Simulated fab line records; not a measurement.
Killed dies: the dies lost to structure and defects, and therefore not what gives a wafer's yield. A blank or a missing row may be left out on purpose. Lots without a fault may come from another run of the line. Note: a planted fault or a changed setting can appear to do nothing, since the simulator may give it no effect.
fab line records	flow n5-finfet
record: lots: 8	wafers: 24	last-day: 18
route steps=1938 shown BEOL_M0_SAQP@695 BEOL_M0_CUTY@708 BEOL_M0@715 BEOL_M4@1111 PASSIVATION@1936
lots untouched by any fault: they come from a run of this same line in which no faults occurred
start-h: hours from the record's first day to the start of the lot's first wafer shown	wait-h: hours since the lot's step before	" repeats the value in the row above	L1.1+2: one row covering several wafers at once	- no value present, or no start provided	* or withheld: withheld	< > ~ a bound
route shown NAME@n: names a module that has steps shown in the file, with the first one's number in the route	usual: average and standard deviation across the fault-free wafers	same: alike in all rows	chamber/n: place in a boat	sites: the reading at each site	_std_site: how widely they spread, as a standard deviation	_edge_site: inner sites' mean taken away from outer sites' mean	radius-mm: for every site, how far away it sits from the centre of the wafer	mask NAME#n: copy n	behind: the most recent tool/chamber to have shaped the wafer	hold: cause of the lot's hold/its duration in hours/its outcome	device: whichever transistor did not switch (one of n, p or np)	end of line: the tests these same wafers got at the end of their route	a step without rows: its recipe alone	killed: not the wafer's yield, but the dies lost to structure and defects at the first sort	map: per-die view of a wafer (x killed, . not killed, _ where there is no die)
set.NAME: the setting as run; set.NAME@STEP: as run at that earlier step	model.NAME: the simulator's own value behind a step, which no gauge read
a sample of lots followed through the steps of the route, with each step as a table and each wafer as a row
services: a tool's chamber out of use, with start hour (start-h, from the record's first day; less than 0 if before it), hours out, and reason
== steps ==
step: N5_BEOL_M0_SAQP_CUT_ETCH_46
recipe: chemistry: N2/H2	target: SOC	target-depth-a: 1350	overetch-a: 270	temp-c: 40	time-s: 202.5	ion-energy-ev: 200	mask-material: SiARC	pressure-mtorr: 30	source-w: 840	bias-w: 150	n2-flow-sccm: 200	h2-flow-sccm: 200
usual: chamber-pressure-mTorr: 30.00/0.031	drypump-motor-current-A: 5.6/0.33	rf-vpp-V: 524.7/2.7	showerhead-plenum-p-Torr: 2.57/0.091	throttle-valve-pct: 17.77/0.28
lot.wafer	tool	chamber	start-h	wait-h	chamber-pressure-mTorr	drypump-motor-current-A	rf-hours-counter-h	rf-vpp-V	showerhead-plenum-p-Torr	throttle-valve-pct
L539.3	rie-diel-04	1	112.91	0.0	29.97	5.2	45	522.6	2.47	17.86
L539.4	"	3	"	"	30.01	5.1	241	520.4	2.41	17.81
L539.5	"	3	"	"	30.04	5.2	-	518.6	2.41	17.82
L544.2	rie-diel-02	2	143.95	0.0	30.03	6.0	150	521.3	2.45	17.91
L544.4	"	3	"	"	30.00	5.9	202	525.3	2.62	17.94
L544.6	"	1	"	"	29.98	5.7	-	529.1	2.70	17.44
L543.1	rie-diel-01	1	145.53	0.0	29.94	5.8	201	523.3	2.52	18.26
L543.2	"	0	"	"	30.03	5.9	56	524.4	2.58	17.36
L543.5	"	3	"	"	30.07	5.3	-	522.4	2.50	17.85
L547.1	rie-diel-02	2	171.35	0.0	29.98	6.0	160	521.2	2.44	17.94
L547.3	"	1	"	"	30.01	5.7	12	527.0	2.70	17.44
L547.5	"	0	"	"	30.00	5.8	-	526.2	2.61	17.98
L549.1	rie-diel-01	2	178.28	0.0	29.97	5.3	42	521.4	2.49	17.33
L549.3	"	0	"	"	29.96	5.9	67	525.9	2.57	17.39
L549.6	"	1	"	"	29.98	5.8	-	522.6	2.52	18.28
L550.3	rie-diel-04	1	191.42	0.0	30.01	5.2	60	519.9	2.47	17.88
L550.4	"	3	"	"	30.03	5.2	2	528.8	2.72	17.39
L550.5	"	3	"	"	29.98	5.2	-	528.4	2.72	17.36
L561.1	rie-diel-04	3	248.22	0.0	30.03	5.2	20	528.4	2.71	17.40
L561.2	"	0	"	"	29.99	4.9	214	526.1	2.63	17.86
L561.4	"	2	"	"	29.99	5.5	183	527.0	2.64	17.79
L562.1	rie-diel-02	2	252.48	0.0	29.99	6.0	185	519.7	2.43	17.98
L562.4	"	1	"	"	29.98	5.7	36	527.7	2.69	17.49
L562.6	"	0	"	"	30.03	5.8	-	525.2	2.60	18.04
step: N5_BEOL_M0_CUTY_CD_MEAS_57
recipe: target-cd-nm: 200	landing-energy-ev: 500	detector: se-inlens	polarity: line
usual: cd-nm: 200.4/0.97
lot.wafer	tool	chamber	start-h	wait-h	cd-nm
L539.3	cd-sem-01	0	114.01	-	199.7
L539.4	"	0	"	"	198.8
L539.5	"	0	"	"	199.9
L544.2	cd-sem-03	0	145.09	-	199.6
L544.4	"	0	"	"	199.8
L544.6	"	0	"	"	200.0
L543.1	cd-sem-03	0	146.75	-	199.6
L543.2	"	0	"	"	198.4
L543.5	"	0	"	"	199.5
L547.1	cd-sem-01	0	172.57	-	201.0
L547.3	"	0	"	"	200.0
L547.5	"	0	"	"	200.9
L549.1	cd-sem-02	0	179.49	-	199.8
L549.3	"	0	"	"	200.1
L549.6	"	0	"	"	200.3
L550.3	cd-sem-02	0	192.67	-	198.7
L550.4	"	0	"	"	199.9
L550.5	"	0	"	"	199.1
L561.1	cd-sem-01	0	249.31	-	202.9
L561.2	"	0	"	"	202.1
L561.4	"	0	"	"	201.3
L562.1	cd-sem-02	0	253.93	-	200.0
L562.4	"	0	"	"	200.6
L562.6	"	0	"	"	200.2
step: N5_BEOL_M0_CUTY_DESCUM_61
recipe: chemistry: O2	time-s: 7.9	source-power-w: 50	bias-power-w: 20	pressure-mtorr: 20	rf-frequency-hz: 2.712e+07	temp-c: 40	resist: CAR-ArF-block	o2-flow-sccm: 225
usual: chamber-pressure-mTorr: 20.001/0.018	drypump-motor-current-A: 5.8/0.36	oes-product-au: 0.81/0.1	rf-vpp-V: 242.8/1.8	showerhead-plenum-p-Torr: 2.08/0.1	throttle-valve-pct: 20.46/0.25
lot.wafer	tool	chamber	start-h	wait-h	chamber-pressure-mTorr	drypump-motor-current-A	oes-product-au	rf-hours-counter-h	rf-vpp-V	showerhead-plenum-p-Torr	throttle-valve-pct
L539.3	rie-diel-03	0	114.09	0.0	19.981	5.6	0.71	193	244.5	2.08	20.36
L539.4	"	0	"	"	19.957	5.6	0.72	-	243.0	2.08	20.36
L539.5	"	1	"	"	20.009	5.9	0.68	-	245.1	2.14	20.91
L544.2	rie-diel-03	0	145.18	0.0	20.047	5.6	0.71	209	243.0	2.08	20.38
L544.4	"	2	"	"	20.010	6.2	0.76	-	238.8	1.93	20.66
L544.6	"	0	"	"	20.024	5.6	0.70	-	241.4	2.08	20.39
L543.1	rie-diel-03	0	146.84	0.0	19.998	5.5	0.71	210	242.8	2.08	20.37
L543.2	"	3	"	"	19.994	6.2	0.78	101	243.3	2.19	20.60
L543.5	"	0	"	"	19.988	5.5	0.70	-	242.5	2.08	20.38
L547.1	rie-diel-03	3	173.27	0.7	19.994	6.2	0.77	115	245.4	2.19	20.63
L547.3	"	1	"	"	19.987	5.9	0.95	8	245.2	2.14	20.59
L547.5	"	3	"	"	20.019	6.1	0.78	-	243.6	2.19	20.62
L549.1	rie-diel-03	0	180.38	0.8	19.972	5.6	0.70	227	242.8	2.07	20.40
L549.3	"	1	"	"	20.018	5.9	0.96	11	242.9	2.14	20.60
L549.6	"	0	"	"	20.006	5.6	0.70	-	243.4	2.07	20.42
L550.3	rie-diel-05	0	192.76	0.0	19.966	5.3	0.71	222	241.1	1.99	20.96
L550.4	"	1	"	"	19.994	6.0	0.70	-	241.9	1.98	20.10
L550.5	"	2	"	"	20.001	5.4	0.96	-	245.4	2.24	20.26
L561.1	rie-diel-03	1	249.40	0.0	19.985	5.9	0.89	38	244.0	2.13	20.65
L561.2	"	2	"	"	19.972	6.2	0.73	197	241.1	1.91	20.73
L561.4	"	0	"	"	20.003	5.6	0.67	255	243.1	2.06	20.44
L562.1	rie-diel-03	3	254.02	0.0	20.014	6.1	0.75	136	243.9	2.18	20.65
L562.4	"	1	"	"	19.973	5.9	0.88	40	243.2	2.13	20.65
L562.6	"	2	"	"	20.000	6.2	0.72	-	239.1	1.91	20.74
step: N5_BEOL_M0_ETCH_138
recipe: chemistry: CH3F/O2	target-depth-a: 120	target: SiCN	time-s: 31.6	ion-energy-ev: 120	pressure-mtorr: 30	source-w: 395	bias-w: 75	Ar_flow_sccm: 150	CH3F_flow_sccm: 30	O2_flow_sccm: 20	ends: cleared
usual: CH3F_flow_sccm: 30.01/0.15	chamber-pressure-mTorr: 30.001/0.026	drypump-motor-current-A: 5.8/0.35	etch-rf-on-time-s: 29.1/0.68	oes-product-au: 0.69/0.086	rf-vpp-V: 297.1/2.1	showerhead-plenum-p-Torr: 1.99/0.096	throttle-valve-pct: 16.33/0.26
lot.wafer	tool	chamber	start-h	wait-h	CH3F_flow_sccm	chamber-pressure-mTorr	drypump-motor-current-A	etch-rf-on-time-s	oes-product-au	rf-hours-counter-h	rf-vpp-V	showerhead-plenum-p-Torr	throttle-valve-pct
L539.3	rie-diel-03	0	114.30	0.0	29.91	29.995	5.6	28.7	0.62	193	297.9	1.98	16.20
L539.4	"	0	"	"	30.01	30.019	5.5	29.9	0.63	-	297.4	1.98	16.21
L539.5	"	1	"	"	30.15	29.970	6.0	30.0	0.58	-	298.4	2.05	16.85
L544.2	rie-diel-03	0	145.38	0.0	29.98	30.029	5.6	29.5	0.61	209	296.8	1.98	16.25
L544.4	"	2	"	"	30.03	29.960	6.2	30.0	0.64	-	293.8	1.84	16.55
L544.6	"	0	"	"	29.99	29.954	5.6	31.0	0.60	-	296.5	1.98	16.25
L543.1	rie-diel-03	0	147.05	0.0	29.92	29.979	5.5	28.7	0.60	210	297.8	1.98	16.25
L543.2	"	3	"	"	29.88	30.018	6.2	28.7	0.67	101	299.4	2.11	16.56
L543.5	"	0	"	"	29.99	29.981	5.5	29.4	0.60	-	296.2	1.98	16.27
L547.1	rie-diel-03	3	173.48	0.0	30.06	30.015	6.2	17.5	0.90	115	299.4	2.10	16.59
L547.3	"	1	"	"	30.11	29.976	5.9	17.3	1.12	8	299.9	2.05	16.44
L547.5	"	3	"	"	29.89	30.000	6.1	17.8	0.91	-	297.6	2.10	16.59
L549.1	rie-diel-03	0	180.58	0.0	30.02	30.001	5.6	17.0	0.81	227	295.9	1.97	16.30
L549.3	"	1	"	"	29.88	29.995	5.9	16.7	1.11	11	297.2	2.05	16.43
L549.6	"	0	"	"	30.01	29.979	5.6	17.9	0.81	-	296.7	1.97	16.29
L550.3	rie-diel-05	0	192.96	0.0	30.08	30.012	5.3	29.5	0.61	222	295.8	1.90	16.82
L550.4	"	1	"	"	30.05	30.014	5.9	30.9	0.59	-	295.5	1.90	16.09
L550.5	"	2	"	"	30.13	30.046	5.4	29.6	0.83	-	301.6	2.13	16.05
L561.1	rie-diel-03	1	249.60	0.0	29.99	29.996	5.9	28.5	0.76	38	298.3	2.04	16.47
L561.2	"	2	"	"	30.22	29.958	6.1	29.8	0.62	197	293.4	1.83	16.63
L561.4	"	0	"	"	30.06	30.016	5.6	29.7	0.58	255	295.9	1.96	16.34
L562.1	rie-diel-03	3	254.23	0.0	29.99	30.035	6.2	29.3	0.64	136	299.7	2.10	16.61
L562.4	"	1	"	"	29.89	29.955	5.9	29.4	0.76	40	298.8	2.04	16.49
L562.6	"	2	"	"	29.95	29.963	6.1	29.8	0.62	-	294.4	1.83	16.65
step: N5_BEOL_M4_RC_MEAS_101
usual: DIBL_N: 35.9/1.3	DIBL_P: 36.3/1.5	IOFF_N: 0.153/0.023	IOFF_P: 0.208/0.028	ION_N: 672/9.7	ION_P: 462/6.6	SS_N: 71.5/0.53	SS_P: 73.3/0.59	VT_N: 250.4/2.7	VT_P: -250.5/3
lot.wafer	tool	chamber	start-h	wait-h	DIBL_N[mV/V]	DIBL_P[mV/V]	IOFF_N[nA/um]	IOFF_P[nA/um]	ION_N[uA/um]	ION_P[uA/um]	SS_N[mV/dec]	SS_P[mV/dec]	VT_N[mV]	VT_P[mV]
L539.3	prober-02	0	168.84	0.3	35.3	35.2	0.137	0.175	660	453	71.3	73.1	250.9	-254.6
L539.4	"	0	"	"	36.9	37.2	0.162	0.197	679	461	71.8	73.7	249.6	-255.0
L539.5	"	0	"	"	34.4	33.8	0.120	0.152	660	450	70.7	72.3	254.1	-257.9
L543.1	prober-02	0	203.83	0.0	35.4	35.4	0.143	0.196	674	466	71.4	72.8	250.7	-251.0
L543.2	"	0	"	"	35.8	35.4	0.147	0.200	677	456	70.9	72.8	249.8	-250.4
L543.5	"	0	"	"	35.4	35.4	0.144	0.190	669	460	71.3	72.3	251.7	-251.9
L544.2	prober-02	0	211.64	0.2	35.9	36.9	0.143	0.198	655	451	71.9	72.9	253.9	-255.0
L544.4	"	0	"	"	37.1	38.6	0.173	0.225	671	461	71.3	73.9	248.6	-249.8
L544.6	"	0	"	"	34.8	36.6	0.137	0.194	666	459	70.9	72.7	251.7	-250.7
L547.1	prober-02	0	231.53	0.0	35.5	35.2	0.133	0.188	660	453	71.2	72.8	253.5	-253.0
L547.3	"	0	"	"	36.2	35.9	0.149	0.192	670	458	71.2	73.1	252.0	-255.0
L547.5	"	0	"	"	35.2	35.0	0.128	0.180	664	452	71.2	73.4	255.7	-255.7
L549.1	prober-01	0	236.63	0.0	35.1	34.6	0.125	0.201	666	466	70.8	72.6	253.6	-245.9
L549.3	"	0	"	"	35.7	35.3	0.141	0.216	670	462	71.6	73.7	248.8	-247.0
L549.6	"	0	"	"	35.5	34.3	0.130	0.203	668	463	71.7	73.0	253.1	-245.9
L550.3	prober-01	0	243.81	0.3	35.8	35.2	0.141	0.200	670	462	71.3	73.0	252.4	-250.8
L550.4	"	0	"	"	34.1	32.7	0.116	0.167	649	450	70.6	72.7	257.0	-254.7
L550.5	"	0	"	"	34.7	34.5	0.120	0.191	654	464	70.8	73.3	253.8	-251.3
L561.1	prober-02	0	316.46	0.0	34.8	35.7	0.130	0.177	667	465	71.1	73.4	252.7	-253.0
L561.2	"	0	"	"	35.1	36.5	0.138	0.189	674	461	71.4	72.4	252.6	-253.8
L561.4	"	0	"	"	36.2	37.1	0.155	0.208	671	459	71.0	73.0	252.4	-251.6
L562.1	prober-02	0	336.40	0.0	35.8	35.8	0.145	0.211	689	473	70.6	72.9	248.5	-249.6
L562.4	"	0	"	"	35.0	34.7	0.134	0.189	679	469	70.9	72.8	250.8	-249.5
L562.6	"	0	"	"	35.3	34.6	0.136	0.192	672	462	70.7	73.1	250.5	-249.6
step: N5_PASSIVATION_PROBE_49
usual: defect-limited-yield: 91.1/1.5	killed_at_M0_to_M3: 35/9.5	killed_at_M4_up: 13/5.2	killed-at-contacts: 12/6.1	killed-at-front-end: 41/14	killed-at-other: 3.8/2.9	killed-dies: 105/17	killed-open: 70/13	killed-short: 33/8.4	sort_bin_5_function: 5.1/0.97	sort_bin_6_memory: 3.4/0.69	sort_bin_8_speed: 0.00/0.007	sort-n-pass: 1075/17	sort-yield-pct: 91.1/1.5
same: gross-dies: 1180	killed-at-back-side: 0	sort_bin_4_leakage[%]: 0
lot.wafer	tool	chamber	start-h	wait-h	defect-limited-yield[%]	killed_at_M0_to_M3	killed_at_M4_up	killed-at-contacts	killed-at-front-end	killed-at-other	killed-dies	killed-open	killed-short	sort_bin_5_function[%]	sort_bin_6_memory[%]	sort_bin_8_speed[%]	sort-n-pass	sort-yield-pct[%]
L547.1	prober-01	-	344.57	0.0	89.6	32	22	16	52	1	123	84	34	5.5	4.7	0	1057	89.6
L547.3	prober-01	-	344.67	0.1	90.9	32	17	14	41	3	107	71	30	4.9	3.6	0	1073	90.9
L547.5	prober-01	-	344.77	0.2	89.2	37	15	18	53	5	128	94	34	6.7	4.1	0	1052	89.2
killed by level:class
L547.1 STI_FIN_REVEAL:geometric-particle:open=18 FIN_SAQP:geometric-particle:open=12 BEOL_M2:geometric-particle:open=12 FIN_SAQP:geometric-particle:short=11 MOL_CONTACT_COAG:geometric-particle:open=11 BEOL_M1:geometric-particle:open=6 MOL_CONTACT_COAG:geometric-particle:short=5 BEOL_M4:geometric-particle:open=4
L547.3 MOL_CONTACT_COAG:geometric-particle:open=11 STI_FIN_REVEAL:geometric-particle:open=9 BEOL_M2:geometric-particle:open=7 FIN_SAQP:geometric-particle:short=6 FIN_SAQP:geometric-particle:open=6 DUMMY_GATE:geometric-particle:open=6 BEOL_M1:geometric-particle:open=5 GATE_CUT:geometric-particle:short=4
L547.5 STI_FIN_REVEAL:geometric-particle:open=25 MOL_CONTACT_COAG:geometric-particle:open=17 BEOL_M1:geometric-particle:open=9 BEOL_M4:geometric-particle:open=9 STI_FIN_REVEAL:geometric-particle:short=7 BEOL_M0_SAQP:geometric-particle:short=7 BEOL_M2:geometric-particle:open=7 GATE_CUT:geometric-particle:short=5
== services ==
tool	chamber	start-h	hours	kind
rie-diel-01	1	93.05	9.4	repair
rie-diel-02	-	94.98	2.8	pm
rie-diel-02	3	98.87	7.9	repair
rie-diel-05	2	111.77	-	clean
rie-diel-05	-	117.79	14.6	pm
rie-diel-02	1	122.31	-	clean
rie-diel-02	1	122.31	-	consumable-replace:focus-ring
rie-diel-02	1	122.31	-	consumable-replace:showerhead
rie-diel-02	1	122.31	15.9	scheduled-down
rie-diel-02	1	122.31	15.9	vent-cycle
rie-diel-04	-	128.58	28.1	pm
rie-diel-03	1	141.03	-	clean
rie-diel-03	1	141.03	-	consumable-replace:focus-ring
rie-diel-03	1	141.03	15.4	scheduled-down
rie-diel-03	1	141.03	15.4	vent-cycle
rie-diel-05	-	143.02	12.1	repair
rie-diel-03	0	160.20	1.9	repair
rie-diel-04	3	170.75	-	clean
rie-diel-04	3	170.75	-	consumable-replace:focus-ring
rie-diel-04	3	170.75	-	consumable-replace:showerhead
rie-diel-04	3	170.75	15.6	scheduled-down
rie-diel-04	3	170.75	15.6	vent-cycle
rie-diel-05	2	178.77	4.2	repair
rie-diel-01	-	196.89	8.3	repair
== key ==
first-sign: step: N5_BEOL_M0_ETCH_138	reading: etch-rf-on-time-s	direction: down	sigmas: 17	usual: *	struck: *
effect: step: N5_BEOL_M0_ETCH_138	reading: oes-product-au	direction: up	sigmas: 3	usual: 0.69	struck: 0.94
met-at N5_BEOL_M0_ETCH_138
struck-lots L547,L549
not-acting-at N5_BEOL_M0_SAQP_CUT_ETCH_46,N5_BEOL_M0_CUTY_CD_MEAS_57,N5_BEOL_M0_CUTY_DESCUM_61
onset-between 147.05 173.48
fault: kind: process-parameter-drift	tool: rie-diel-03	chamber: -	onset-h: 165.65	steps: N5_BEOL_M0_ETCH_138	channel: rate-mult	offset: 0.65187	shape: step	end-h: 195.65
